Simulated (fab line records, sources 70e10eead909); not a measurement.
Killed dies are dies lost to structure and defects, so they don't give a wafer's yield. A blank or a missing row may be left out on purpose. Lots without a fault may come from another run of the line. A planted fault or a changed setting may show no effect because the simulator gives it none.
fab line records | flow nand_harc
record lots=7 wafers=19 last_day=32
route steps=1302 shown A_SOURCE_PLATE@416 A_ONON_D1@424
lots that met no fault: from a run of the same line without faults
start_h: hours from the record's first day to the start of the lot's first wafer shown | wait_h: hours since the lot's step before | " the same as in the row above | L1.1+2: a row that stands for several wafers | - no value, or no start given | * or withheld: withheld | < > ~ a bound
route shown NAME@n: a module of which the file shows steps, and the number in the route of the first | usual: mean/standard deviation of fault-free wafers | same: alike in all rows | chamber/n: place in a boat | sites: the reading at each site | _std_site: their standard deviation | _edge_site: outer sites' mean less inner sites' | radius_mm: how far each site lies from the wafer's centre | mask NAME#n: copy n | behind: the tool/chamber that last shaped the wafer | hold: why the lot was held/for how many hours/how that ended | device: the transistor (n, p or np) that didn't switch | end of line: the same wafers' tests at the end of the route | a step without rows: its recipe alone | killed: dies lost to structure and defects at the first sort, not the wafer's yield | map: a wafer's dies, x killed, . not, _ none there
set.NAME: the setting as run; set.NAME@STEP: as run at that earlier step | model.NAME: the simulator's own value behind a step, which no gauge read
lots at some steps of the route; a table a step, a row a wafer
services: from which hour (start_h, from the record's first day; less than 0 if before it) a tool's chamber was out of use, for how many hours, and why
## steps
# step NHARC_A_SOURCE_PLATE_THK_MEAS_09
# recipe thk_meas_gauge=ellipsometry
# usual thk_nm=9.6/1.1
# columns lot.wafer tool chamber start_h wait_h thk_nm
L691.3 film_metro-01 - 163.47 0.4 9.9
L691.4 " - " " 9.6
L691.5 " - " " 11.2
L692.1 film_metro-02 - 180.06 0.4 10.0
L692.5 " - " " 10.7
L692.6 " - " " 10.5
L700.3 film_metro-02 - 258.52 0.4 8.6
L700.6 " - " " 10.5
L699.3 film_metro-01 - 258.52 0.4 9.2
L699.6 " - " " 10.6
L704.1 film_metro-02 - 293.16 0.4 9.2
L704.2 " - " " 9.5
L704.6 " - " " 8.7
L709.1 film_metro-02 - 346.06 0.4 11.0
L709.3 " - " " 10.3
L709.4 " - " " 9.6
L710.4 film_metro-02 - 361.08 0.4 11.2
L710.5 " - " " 10.5
L710.6 " - " " 9.9
# step NHARC_A_SOURCE_PLATE_PVD_04
# recipe target_thk_a=500 material=WSi2
# step NHARC_A_SOURCE_PLATE_CVD_03
# recipe target_thk_a=2000 temp_c=620 pressure_mtorr=200 time_s=4000 material=poly-Si
# step NHARC_A_SOURCE_PLATE_ANNEAL_05
# recipe temp_c=850 time_s=1800
# step NHARC_A_SOURCE_PLATE_THK_MEAS_06
# recipe thk_meas_gauge=ellipsometry
# usual thk_nm=199.9/1.7
# columns lot.wafer tool chamber start_h wait_h thk_nm
L691.3 film_metro-02 - 176.37 0.4 199.5
L691.4 " - " " 198.9
L691.5 " - " " 199.2
L692.1 film_metro-01 - 192.56 0.4 198.4
L692.5 " - " " 200.1
L692.6 " - " " 197.3
L699.3 film_metro-02 - 271.40 0.4 201.9
L699.6 " - " " 200.0
L700.3 film_metro-01 - 271.40 0.4 200.3
L700.6 " - " " 200.4
L704.1 film_metro-02 - 306.21 0.4 199.5
L704.2 " - " " 202.7
L704.6 " - " " 204.1
L709.1 film_metro-02 - 358.58 0.4 198.4
L709.3 " - " " 201.2
L709.4 " - " " 197.9
L710.4 film_metro-02 - 373.98 0.4 198.7
L710.5 " - " " 196.1
L710.6 " - " " 196.2
# step NHARC_A_SOURCE_PLATE_INSPECT_08
# usual raw_defect_count=62/25
# columns lot.wafer tool chamber start_h wait_h raw_defect_count
L691.3 defect_inspect-01 - 176.44 0.0 55
L691.4 " - " " 78
L691.5 " - " " 61
L692.1 defect_inspect-02 - 192.66 0.0 39
L692.5 " - " " 72
L692.6 " - " " 65
L699.3 defect_inspect-02 - 271.46 0.0 51
L699.6 " - " " 89
L700.3 defect_inspect-01 - 271.46 0.0 75
L700.6 " - " " 102
L704.1 defect_inspect-02 - 306.27 0.0 45
L704.2 " - " " 80
L704.6 " - " " 52
L709.1 defect_inspect-02 - 358.68 0.0 84
L709.3 " - " " 44
L709.4 " - " " 45
L710.4 defect_inspect-02 - 374.07 0.0 38
L710.5 " - " " 37
L710.6 " - " " 32
# step NHARC_A_ONON_D1_DEP_00
# recipe target_thk_a=10000 n2_flow_sccm=2750 n2o_flow_sccm=2000 nh3_flow_sccm=500 sih4_flow_sccm=210 temp_c=400
# step NHARC_A_ONON_D1_THK_MEAS_02
# recipe thk_meas_gauge=ellipsometry
# usual thk_nm=995/8.8
# columns lot.wafer tool chamber start_h wait_h thk_nm
L691.3 film_metro-02 - 177.02 - 1006
L691.4 " - " " 1006
L691.5 " - " " 1006
L692.1 film_metro-01 - 193.24 - 980
L692.5 " - " " 982
L692.6 " - " " 982
L700.3 film_metro-02 - 272.03 - 991
L700.6 " - " " 992
L699.3 film_metro-01 - 272.03 - 1003
L699.6 " - " " 1001
L704.1 film_metro-02 - 306.84 - 983
L704.2 " - " " 982
L704.6 " - " " 982
L709.1 film_metro-01 - 359.26 - 1000
L709.3 " - " " 1002
L709.4 " - " " 1003
L710.4 film_metro-01 - 374.64 - 996
L710.5 " - " " 998
L710.6 " - " " 996
# step NHARC_A_ONON_D1_DEP_03
# recipe target_thk_a=10000 n2_flow_sccm=2750 n2o_flow_sccm=2000 nh3_flow_sccm=500 sih4_flow_sccm=210 temp_c=400
# step NHARC_A_ONON_D1_THK_MEAS_05
# recipe thk_meas_gauge=ellipsometry
# usual thk_nm=1005/8.3
# columns lot.wafer tool chamber start_h wait_h thk_nm
L691.3 film_metro-02 - 177.58 - 1023
L691.4 " - " " 1022
L691.5 " - " " 1022
L692.1 film_metro-01 - 193.80 - 998
L692.5 " - " " 997
L692.6 " - " " 995
L700.3 film_metro-02 - 272.59 - 1019
L700.6 " - " " 1019
L699.3 film_metro-02 - 272.87 - 1003
L699.6 " - " " 1002
L704.1 film_metro-02 - 307.41 - 1012
L704.2 " - " " 1011
L704.6 " - " " 1011
L709.1 film_metro-01 - 359.82 - 1016
L709.3 " - " " 1015
L709.4 " - " " 1016
L710.4 film_metro-01 - 375.21 - 1010
L710.5 " - " " 1011
L710.6 " - " " 1008
# step NHARC_A_ONON_D1_DEP_06
# recipe target_thk_a=10000 n2_flow_sccm=2750 n2o_flow_sccm=2000 nh3_flow_sccm=500 sih4_flow_sccm=210 temp_c=400
# columns lot.wafer tool chamber start_h wait_h
L691.3+4+5 pecvd_onon-01 0 177.76 0.2
L692.1+5+6 pecvd_onon-04 0 193.86 0.1
L700.3+6 pecvd_onon-04 0 272.77 0.2
L699.3+6 pecvd_onon-04 0 273.12 0.2
L704.1+2+6 pecvd_onon-04 0 307.47 0.1
L709.1+3+4 pecvd_onon-01 0 359.88 0.1
L710.4+5+6 pecvd_onon-01 0 375.44 0.2
# step NHARC_A_ONON_D1_THK_MEAS_08
# recipe thk_meas_gauge=ellipsometry
# usual thk_nm=1001/10
# columns lot.wafer tool chamber start_h wait_h thk_nm
L691.3 film_metro-01 - 178.15 - 1014
L691.4 " - " " 1016
L691.5 " - " " 1014
L692.1 film_metro-01 - 194.37 - 1003
L692.5 " - " " 1004
L692.6 " - " " 1003
L700.3 film_metro-02 - 273.16 - 895
L700.6 " - " " 895
L699.3 film_metro-02 - 273.51 - 904
L699.6 " - " " 903
L704.1 film_metro-02 - 307.98 - 999
L704.2 " - " " 999
L704.6 " - " " 894
L709.1 film_metro-01 - 360.39 - 1006
L709.3 " - " " 1007
L709.4 " - " " 1008
L710.4 film_metro-01 - 375.78 - 1003
L710.5 " - " " 1001
L710.6 " - " " 1002
# step NHARC_A_ONON_D1_DEP_09
# recipe target_thk_a=10000 n2_flow_sccm=2750 n2o_flow_sccm=2000 nh3_flow_sccm=500 sih4_flow_sccm=210 temp_c=400
## services
# columns tool chamber start_h hours kind
pecvd_onon-01 - 269.16 13.0 pm
pecvd_onon-04 - 311.00 13.0 pm
## key
first_sign step=NHARC_A_ONON_D1_THK_MEAS_08 reading=thk_nm direction=down sigmas=9.9 usual=1001 struck=898
effect none on later readings
met_at NHARC_A_ONON_D1_DEP_06
struck_wafers L699.3,L699.6,L700.3,L700.6,L704.6
sort_left_out L699.3,L699.6,L700.3,L700.6,L704.6
tester_left_out L699,L700,L704
fault kind=process_parameter_drift tool=pecvd_onon-04 chamber=- onset_h=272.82 steps=NHARC_A_ONON_D1_DEP_06 channel=target_thk_a offset=* shape=step end_h=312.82 scope=struck_wafers_only acts_in=* stated=*
# tester_left_out: of these lots the tester's yield and bins aren't shown, on N5 and GAA mostly nor the transistor test; their killed dies are dies lost to structure and defects alone, not to doping, threshold or leakage, so they don't give the yield
# sort_left_out: the simulated sort isn't trusted on such a fault, so these wafers' sort isn't shown, and their yield isn't known
